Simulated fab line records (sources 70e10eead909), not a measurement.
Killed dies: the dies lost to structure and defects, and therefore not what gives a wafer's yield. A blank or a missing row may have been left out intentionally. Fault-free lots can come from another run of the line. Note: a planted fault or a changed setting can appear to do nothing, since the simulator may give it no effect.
fab line records | flow nand_harc
record: lots: 6 wafers: 18 last_day: 24
route steps=1159 shown A_SOURCE_PLATE@416 A_ONON_D1@424 END@1159
lots with no fault: from the same line, run without faults
start_h: the number of hours between the record's first day and the start of the first shown wafer of the lot | wait_h: time in hours since the lot's previous step | " identical to the entry in the row above | L1.1+2: a row that stands for several wafers | - no value present, or no start provided | * or withheld: withheld | < > ~ a bound
route shown NAME@n: names a module that has steps shown in the file, with the first one's number in the route | usual: the fault-free wafers' mean and standard deviation | same: alike in all rows | chamber/n: place in a boat | sites: each site's reading | _std_site: standard deviation across them | _edge_site: mean of outer sites minus mean of inner sites | radius_mm: how far each site lies from the wafer's centre | mask NAME#n: copy n | behind: the most recent tool/chamber to have shaped the wafer | hold: what put the lot on hold/how long, in hours/how the hold closed | device: whichever transistor did not switch (one of n, p or np) | end of line: tests run on the same wafers once the route is complete | where a step has no rows: the recipe by itself | killed: dies that structure and defects cost at the first sort, which is not the same as the wafer's yield | map: per-die view of a wafer (x killed, . not killed, _ where there is no die)
set.NAME: the setting as run; set.NAME@STEP: as run at that earlier step | model.NAME: the simulator's own value behind a step, which no gauge read
lots seen at some steps along the route; tables by step, rows by wafer
services: the hour from which a tool's chamber was out of use, counted from the record's first day as start_h (under 0 if before that day), plus the number of hours and why
== steps ==
step: NHARC_A_SOURCE_PLATE_THK_MEAS_09
recipe: thk_meas_gauge: ellipsometry
usual: thk_nm: 9.7/1.1
columns lot.wafer tool chamber start_h wait_h thk_nm
L661.1 film_metro-01 - 155.67 0.4 8.5
L661.4 " - " " 10.0
L661.6 " - " " 10.4
L664.1 film_metro-02 - 167.39 0.4 8.4
L664.4 " - " " 9.4
L664.6 " - " " 9.4
L669.4 film_metro-02 - 200.23 0.4 11.0
L669.5 " - " " 9.8
L669.6 " - " " 8.7
L676.1 film_metro-02 - 239.98 0.4 10.3
L676.3 " - " " 9.6
L676.4 " - " " 9.1
L679.1 film_metro-01 - 257.99 0.4 8.0
L679.4 " - " " 9.5
L679.6 " - " " 10.1
L682.1 film_metro-02 - 275.42 0.4 10.9
L682.2 " - " " 10.5
L682.4 " - " " 8.9
step: NHARC_A_SOURCE_PLATE_PVD_04
recipe: target_thk_a: 500 material: WSi2
step: NHARC_A_SOURCE_PLATE_CVD_03
recipe: target_thk_a: 2000 temp_c: 620 pressure_mtorr: 200 time_s: 4000 material: poly-Si
step: NHARC_A_SOURCE_PLATE_ANNEAL_05
recipe: temp_c: 850 time_s: 1800
step: NHARC_A_SOURCE_PLATE_THK_MEAS_06
recipe: thk_meas_gauge: ellipsometry
usual: thk_nm: 201.1/1.9
columns lot.wafer tool chamber start_h wait_h thk_nm
L661.1 film_metro-02 - 168.54 0.4 201.3
L661.4 " - " " 200.9
L661.6 " - " " 199.6
L664.1 film_metro-02 - 180.32 0.4 199.4
L664.4 " - " " 199.7
L664.6 " - " " 202.5
L669.4 film_metro-02 - 213.54 0.4 198.7
L669.5 " - " " 202.7
L669.6 " - " " 201.6
L676.1 film_metro-02 - 253.22 0.4 200.2
L676.3 " - " " 203.0
L676.4 " - " " 200.3
L679.1 film_metro-01 - 271.37 0.4 202.3
L679.4 " - " " 201.7
L679.6 " - " " 201.6
L682.1 film_metro-02 - 288.18 0.4 201.3
L682.2 " - " " 202.1
L682.4 " - " " 201.8
step: NHARC_A_SOURCE_PLATE_INSPECT_08
usual: raw_defect_count: 62/24
columns lot.wafer tool chamber start_h wait_h raw_defect_count
L661.1 defect_inspect-02 - 168.60 0.0 69
L661.4 " - " " 91
L661.6 " - " " 98
L664.1 defect_inspect-02 - 180.38 0.0 43
L664.4 " - " " 112
L664.6 " - " " 60
L669.4 defect_inspect-02 - 213.62 0.1 77
L669.5 " - " " 66
L669.6 " - " " 51
L676.1 defect_inspect-01 - 253.28 0.0 60
L676.3 " - " " 81
L676.4 " - " " 60
L679.1 defect_inspect-02 - 271.45 0.0 66
L679.4 " - " " 103
L679.6 " - " " 160
L682.1 defect_inspect-01 - 288.28 0.0 31
L682.2 " - " " 94
L682.4 " - " " 38
step: NHARC_A_ONON_D1_DEP_00
recipe: target_thk_a: 10000 n2_flow_sccm: 2750 n2o_flow_sccm: 2000 nh3_flow_sccm: 500 sih4_flow_sccm: 210 temp_c: 400
step: NHARC_A_ONON_D1_THK_MEAS_02
recipe: thk_meas_gauge: ellipsometry
usual: thk_nm: 998/9.3
columns lot.wafer tool chamber start_h wait_h thk_nm
L661.1 film_metro-02 - 169.19 - 1002
L661.4 " - " " 1001
L661.6 " - " " 1003
L664.1 film_metro-02 - 180.96 - 990
L664.4 " - " " 991
L664.6 " - " " 990
L669.4 film_metro-01 - 214.20 - 1020
L669.5 " - " " 1017
L669.6 " - " " 1019
L676.1 film_metro-01 - 253.86 - 1001
L676.3 " - " " 1000
L676.4 " - " " 1001
L679.1 film_metro-02 - 272.03 - 1002
L679.4 " - " " 1002
L679.6 " - " " 1002
L682.1 film_metro-02 - 288.86 - 998
L682.2 " - " " 1001
L682.4 " - " " 998
step: NHARC_A_ONON_D1_DEP_03
recipe: target_thk_a: 10000 n2_flow_sccm: 2750 n2o_flow_sccm: 2000 nh3_flow_sccm: 500 sih4_flow_sccm: 210 temp_c: 400
step: NHARC_A_ONON_D1_THK_MEAS_05
recipe: thk_meas_gauge: ellipsometry
usual: thk_nm: 996/7.6
columns lot.wafer tool chamber start_h wait_h thk_nm
L661.1 film_metro-01 - 169.78 - 987
L661.4 " - " " 986
L661.6 " - " " 989
L664.1 film_metro-02 - 181.54 - 999
L664.4 " - " " 1000
L664.6 " - " " 1000
L669.4 film_metro-01 - 214.78 - 997
L669.5 " - " " 993
L669.6 " - " " 993
L676.1 film_metro-02 - 254.43 - 1004
L676.3 " - " " 1004
L676.4 " - " " 1005
L679.1 film_metro-02 - 272.60 - 991
L679.4 " - " " 994
L679.6 " - " " 993
L682.1 film_metro-02 - 289.45 - 991
L682.2 " - " " 989
L682.4 " - " " 990
step: NHARC_A_ONON_D1_DEP_06
recipe: target_thk_a: 10000 n2_flow_sccm: 2750 n2o_flow_sccm: 2000 nh3_flow_sccm: 500 sih4_flow_sccm: 210 temp_c: 400
usual: n2o_flow_sccm: 2000/5.7
columns lot.wafer tool chamber start_h wait_h n2o_flow_sccm
L661.1 pecvd_onon-02 0 169.83 0.1 2013
L661.4 " 0 " " 1997
L661.6 " 0 " " 2005
L664.1 pecvd_onon-03 0 181.60 0.1 1995
L664.4 " 0 " " 1995
L664.6 " 0 " " 2002
L669.4 pecvd_onon-02 0 215.01 0.2 2003
L669.5 " 0 " " 1993
L669.6 " 0 " " 1994
L676.1 pecvd_onon-03 0 254.49 0.1 2000
L676.3 " 0 " " 1993
L676.4 " 0 " " 2000
L679.1 pecvd_onon-03 0 272.65 0.1 1999
L679.4 " 0 " " 1999
L679.6 " 0 " " 1996
L682.1 pecvd_onon-01 0 289.50 0.1 2003
L682.2 " 0 " " 2000
L682.4 " 0 " " 1992
step: NHARC_A_ONON_D1_THK_MEAS_08
recipe: thk_meas_gauge: ellipsometry
usual: thk_nm: 998/10
columns lot.wafer tool chamber start_h wait_h thk_nm
L661.1 film_metro-01 - 170.35 - 1008
L661.4 " - " " 1009
L661.6 " - " " 1007
L664.1 film_metro-02 - 182.11 - 1006
L664.4 " - " " 1006
L664.6 " - " " 1004
L669.4 film_metro-01 - 215.35 - 999
L669.5 " - " " 998
L669.6 " - " " 999
L676.1 film_metro-02 - 255.02 - 652
L676.3 " - " " 653
L676.4 " - " " 652
L679.1 film_metro-02 - 273.16 - 672
L679.4 " - " " 673
L679.6 " - " " 670
L682.1 film_metro-02 - 290.02 - 995
L682.2 " - " " 992
L682.4 " - " " 995
step: NHARC_A_ONON_D1_DEP_09
recipe: target_thk_a: 10000 n2_flow_sccm: 2750 n2o_flow_sccm: 2000 nh3_flow_sccm: 500 sih4_flow_sccm: 210 temp_c: 400
step: NHARC_END_SORT_01
recipe: temp_c: 25
usual: killed_at_array: 21/8.9 killed_at_other: 0.8/1.3 killed_at_periphery: 3.6/2.4 killed_dies: 26/8.9 killed_open: 3.1/1.8 killed_short: 1.9/1.3
same: gross_dies: 677
columns lot.wafer tool chamber start_h wait_h killed_at_array killed_at_other killed_at_periphery killed_dies killed_open killed_short
L676.1 prober-02 0 543.07 2.6 676 1 0 677 1 4
L676.3 prober-02 0 544.67 3.1 674 0 3 677 2 3
L676.4 prober-02 0 545.48 3.4 675 0 2 677 5 0
L679.1 prober-02 0 558.79 2.5 675 0 2 677 6 0
L679.4 prober-02 0 561.18 3.4 675 0 2 677 4 2
L679.6 prober-02 0 562.77 4.0 674 0 3 677 4 4
killed by level:class
L676.1 A_ONON_D1:area_dep=661 A_CONTACT:chamber_film_flake=5 A_CHANNEL_HOLE_D1:chamber_film_flake=3 A_ONON_D1:geometric_particle:short=1 A_CHANNEL_HOLE_D1:geometric_particle:short=1 A_SGD_CUT:geometric_particle:short=1 A_CONTACT:geometric_particle:open=1 A_M1:geometric_particle:short=1
L676.3 A_ONON_D1:area_dep=656 A_CHANNEL_HOLE_D1:chamber_film_flake=6 A_CONTACT:chamber_film_flake=5 A_BLC:geometric_particle:short=2 P_M0:geometric_particle:open=1 A_STAIRCASE:geometric_particle:short=1 A_CONTACT:geometric_particle:open=1 P_ZERO_WELL:chamber_film_flake=1
L676.4 A_ONON_D1:area_dep=664 A_CHANNEL_HOLE_D1:chamber_film_flake=4 A_ONON_D1:geometric_particle:open=2 A_WL_FILL:chamber_film_flake=2 P_CONTACT:geometric_particle:open=1 P_M1:geometric_particle:open=1 A_CHANNEL_FILL_D1:geometric_particle:open=1 A_ZERO_WELL:chamber_film_flake=1
L679.1 A_ONON_D1:area_dep=660 A_SLIT:chamber_film_flake=5 A_CHANNEL_HOLE_D1:chamber_film_flake=3 A_CONTACT:geometric_particle:open=2 P_GATE:chamber_film_flake=2 A_ONON_D1:geometric_particle:open=1 A_CHANNEL_FILL_D1:geometric_particle:open=1 A_WL_FILL:geometric_particle:open=1
L679.4 A_ONON_D1:area_dep=654 A_SLIT:chamber_film_flake=8 A_STAIRCASE:chamber_film_flake=4 A_CONTACT:geometric_particle:open=2 A_CHANNEL_HOLE_D1:chamber_film_flake=2 P_M2:geometric_particle:open=1 A_SGD_CUT:geometric_particle:open=1 A_SLIT:geometric_particle:short=1
L679.6 A_ONON_D1:area_dep=655 A_SLIT:chamber_film_flake=7 A_CHANNEL_HOLE_D1:chamber_film_flake=3 P_GATE:chamber_film_flake=2 A_BLC:geometric_particle:open=2 P_M0:geometric_particle:short=1 A_SOURCE_PLATE:geometric_particle:open=1 A_ONON_D1:geometric_particle:short=1
map L676.1 (x killed, . not)
____________x____________
_________xxxxxxx_________
_______xxxxxxxxxxx_______
______xxxxxxxxxxxxx______
_____xxxxxxxxxxxxxxx_____
____xxxxxxxxxxxxxxxxx____
____xxxxxxxxxxxxxxxxx____
___xxxxxxxxxxxxxxxxxxx___
___xxxxxxxxxxxxxxxxxxx___
__xxxxxxxxxxxxxxxxxxxxx__
__xxxxxxxxxxxxxxxxxxxxx__
_xxxxxxxxxxxxxxxxxxxxxxx_
_xxxxxxxxxxxxxxxxxxxxxxx_
_xxxxxxxxxxxxxxxxxxxxxxx_
_xxxxxxxxxxxxxxxxxxxxxxx_
_xxxxxxxxxxxxxxxxxxxxxxx_
xxxxxxxxxxxxxxxxxxxxxxxxx
xxxxxxxxxxxxxxxxxxxxxxxxx
xxxxxxxxxxxxxxxxxxxxxxxxx
xxxxxxxxxxxxxxxxxxxxxxxxx
xxxxxxxxxxxxxxxxxxxxxxxxx
_xxxxxxxxxxxxxxxxxxxxxxx_
_xxxxxxxxxxxxxxxxxxxxxxx_
_xxxxxxxxxxxxxxxxxxxxxxx_
_xxxxxxxxxxxxxxxxxxxxxxx_
_xxxxxxxxxxxxxxxxxxxxxxx_
__xxxxxxxxxxxxxxxxxxxxx__
__xxxxxxxxxxxxxxxxxxxxx__
___xxxxxxxxxxxxxxxxxxx___
___xxxxxxxxxxxxxxxxxxx___
____xxxxxxxxxxxxxxxxx____
____xxxxxxxxxxxxxxxxx____
_____xxxxxxxxxxxxxxx_____
______xxxxxxxxxxxxx______
_______xxxxxxxxxxx_______
_________xxxxxxx_________
____________x____________
map L679.1 (x killed, . not)
____________x____________
_________xxxxxxx_________
_______xxxxxxxxxxx_______
______xxxxxxxxxxxxx______
_____xxxxxxxxxxxxxxx_____
____xxxxxxxxxxxxxxxxx____
____xxxxxxxxxxxxxxxxx____
___xxxxxxxxxxxxxxxxxxx___
___xxxxxxxxxxxxxxxxxxx___
__xxxxxxxxxxxxxxxxxxxxx__
__xxxxxxxxxxxxxxxxxxxxx__
_xxxxxxxxxxxxxxxxxxxxxxx_
_xxxxxxxxxxxxxxxxxxxxxxx_
_xxxxxxxxxxxxxxxxxxxxxxx_
_xxxxxxxxxxxxxxxxxxxxxxx_
_xxxxxxxxxxxxxxxxxxxxxxx_
xxxxxxxxxxxxxxxxxxxxxxxxx
xxxxxxxxxxxxxxxxxxxxxxxxx
xxxxxxxxxxxxxxxxxxxxxxxxx
xxxxxxxxxxxxxxxxxxxxxxxxx
xxxxxxxxxxxxxxxxxxxxxxxxx
_xxxxxxxxxxxxxxxxxxxxxxx_
_xxxxxxxxxxxxxxxxxxxxxxx_
_xxxxxxxxxxxxxxxxxxxxxxx_
_xxxxxxxxxxxxxxxxxxxxxxx_
_xxxxxxxxxxxxxxxxxxxxxxx_
__xxxxxxxxxxxxxxxxxxxxx__
__xxxxxxxxxxxxxxxxxxxxx__
___xxxxxxxxxxxxxxxxxxx___
___xxxxxxxxxxxxxxxxxxx___
____xxxxxxxxxxxxxxxxx____
____xxxxxxxxxxxxxxxxx____
_____xxxxxxxxxxxxxxx_____
______xxxxxxxxxxxxx______
_______xxxxxxxxxxx_______
_________xxxxxxx_________
____________x____________
== services ==
columns tool chamber start_h hours kind
pecvd_onon-03 - 153.21 13.0 pm
pecvd_onon-01 - 195.00 13.0 pm
== key ==
first_sign: step: NHARC_A_ONON_D1_THK_MEAS_08 reading: thk_nm direction: down sigmas: 34 usual: 998 struck: 662
effect: step: NHARC_END_SORT_01 reading: killed_at_array direction: up sigmas: 74 usual: 21 struck: 675
more_kills_born_at: NHARC_A_ONON_D1_DEP_06@pecvd_onon-03: 3950
met_at NHARC_A_ONON_D1_DEP_06
struck_wafers L676.1,L676.3,L676.4,L679.1,L679.4,L679.6
later_rows_left_out L676.1,L676.3,L676.4,L679.1,L679.4,L679.6
tester_left_out L676,L679
onset_between 181.60 254.49
fault: kind: process_parameter_drift tool: pecvd_onon-03 chamber: 0 onset_h: 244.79 steps: NHARC_A_ONON_D1_DEP_06 channel: target_thk_a offset: * shape: step end_h: 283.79 acts_in: * stated: *
tester_left_out: of these lots the tester's yield and bins aren't shown, on N5 and GAA mostly nor the transistor test; their killed dies are dies lost to structure and defects alone, not to doping, threshold or leakage, so they don't give the yield
later_rows_left_out: the simulator's readings of these wafers behind a module that went badly wrong aren't trusted and aren't shown, but for the sort
